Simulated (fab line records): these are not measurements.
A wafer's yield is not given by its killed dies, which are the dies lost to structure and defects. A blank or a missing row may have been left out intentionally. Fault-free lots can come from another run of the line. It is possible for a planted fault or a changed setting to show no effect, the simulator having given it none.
The same fault as seen by 3 desks ; flow n5Finfet ; every desk sees just its own numbers, and what lay behind them comes last

## AT THE METROLOGY DESK
What the gauges read, lot by lot, whatever tool the lot ran on: means of the sampled wafers that have a number. If a lot's mean is further than 4 standard deviations from the usual mean, the lot is out of limits and carries the mark OUT (the distance appears in the brackets). 7 of its 11 readings are shown, namely those furthest out on some lot.
Columns: A = DIBL_N at N5_BEOL_M4_RC_MEAS_101, usual 36.1 mV/V; B = DIBL_P at N5_BEOL_M4_RC_MEAS_101, usual 36 mV/V; C = IOFF_N at N5_BEOL_M4_RC_MEAS_101, usual 0.16 nA/um; D = IOFF_P at N5_BEOL_M4_RC_MEAS_101, usual 0.21 nA/um; E = SS_P at N5_BEOL_M4_RC_MEAS_101, usual 73.2 mV/dec; F = VT_N at N5_BEOL_M4_RC_MEAS_101, usual 249 mV; G = VT_P at N5_BEOL_M4_RC_MEAS_101, usual -250 mV
lot;first seen here;A;B;C;D;E;F;G
L469;day 6 15:00;37.4;37;0.17;0.25;73.4;249;-247
L472;day 6 21:00;38.0;40;0.20;0.27;73.9;246;-246
L473;day 7 01:53;34.9;35;0.14;0.19;72.5;249;-251
L477;day 7 20:20;35.2;34;0.13;0.16;72.8;253;-256
L474;day 7 20:59;37.4;38;0.19;0.24;74.0;248;-248
L476;day 8 00:20;39.0;40;0.22;0.26;74.5;247;-249
L478;day 8 04:34;30.8;30;0.09;0.14;71.9;256;-254
L482;day 9 06:22;34.9;34;0.14;0.18;72.6;252;-253
L490;day 11 19:52;40.1;43;0.28;0.35;75.1;241;-241
L492;day 11 20:22;38.3;40;0.21;0.26;73.7;246;-248
Result from this desk: across the 10 lots, nothing is out of limits.

## THE DEFECT DESK
Lot by lot, what the route's inspections counted, given as the mean of those sampled wafers with a number. If a lot's mean is further than 4 standard deviations from the usual mean, the lot is out of limits and carries the mark OUT (the distance appears in the brackets).
Columns: A = rawDefectCount at N5_BEOL_M1_INSPECT_13, usual 422
lot;first seen here;A
L469;day 6 15:05;397
L472;day 6 21:05;296
L473;day 7 01:59;594
L477;day 7 20:25;574
L474;day 7 21:04;538
L476;day 8 00:25;441
L478;day 8 04:40;401
L482;day 9 06:27;322
L490;day 11 19:58;464
L492;day 11 20:26;431
Result from this desk: across the 10 lots, nothing is out of limits.

## THE TOOL OWNER'S DESK: rieDiel-06
The tool's own readings at N5_BEOL_M1_ETCH_74 (etches underlayer in N2/H2, target depth 6.5 nm, time 5.2 s): means of the sampled wafers that have a number, for each lot that ran on this tool. If a lot's mean is further than 4 standard deviations from the usual mean, the lot is out of limits and carries the mark OUT (the distance appears in the brackets).
Columns: A = drypumpMotorCurrentA at N5_BEOL_M1_ETCH_74, usual 5.6 A; B = etchRfOnTimeS at N5_BEOL_M1_ETCH_74, usual 5.28 s; C = h2FlowSccm at N5_BEOL_M1_ETCH_74, usual 200.0 sccm; D = oesProductAu at N5_BEOL_M1_ETCH_74, usual 0.66 a.u.; E = rfVppV at N5_BEOL_M1_ETCH_74, usual 524.6 V; F = showerheadPlenumPTorr at N5_BEOL_M1_ETCH_74, usual 2.57 Torr; G = throttleValvePct at N5_BEOL_M1_ETCH_74, usual 17.9 %
lot;first seen here;A;B;C;D;E;F;G
L473;day 7 02:02;5.8;5.15;200.3;0.62;523.9;2.56;18.0
L477;day 7 20:42;5.6;5.28;200.4;0.68;526.5;2.61;17.5
L476;day 8 00:43;5.6;5.29;199.9;0.66;524.7;2.58;17.8
L478;day 8 06:20;5.6;5.64;200.7;0.61;523.4;2.52;17.9
L482;day 9 06:31;5.5;5.79;200.3;0.62;524.6;2.58;17.6
Result from this desk: across the 5 lots, nothing is out of limits.

## ALL TOGETHER
From the metrology desk's view, nothing was out of limits.
The defect desk saw nothing out of limits.
The desk of the tool owner found nothing out of limits.

## WHAT HAD BEEN PUT IN BY THE SIMULATOR
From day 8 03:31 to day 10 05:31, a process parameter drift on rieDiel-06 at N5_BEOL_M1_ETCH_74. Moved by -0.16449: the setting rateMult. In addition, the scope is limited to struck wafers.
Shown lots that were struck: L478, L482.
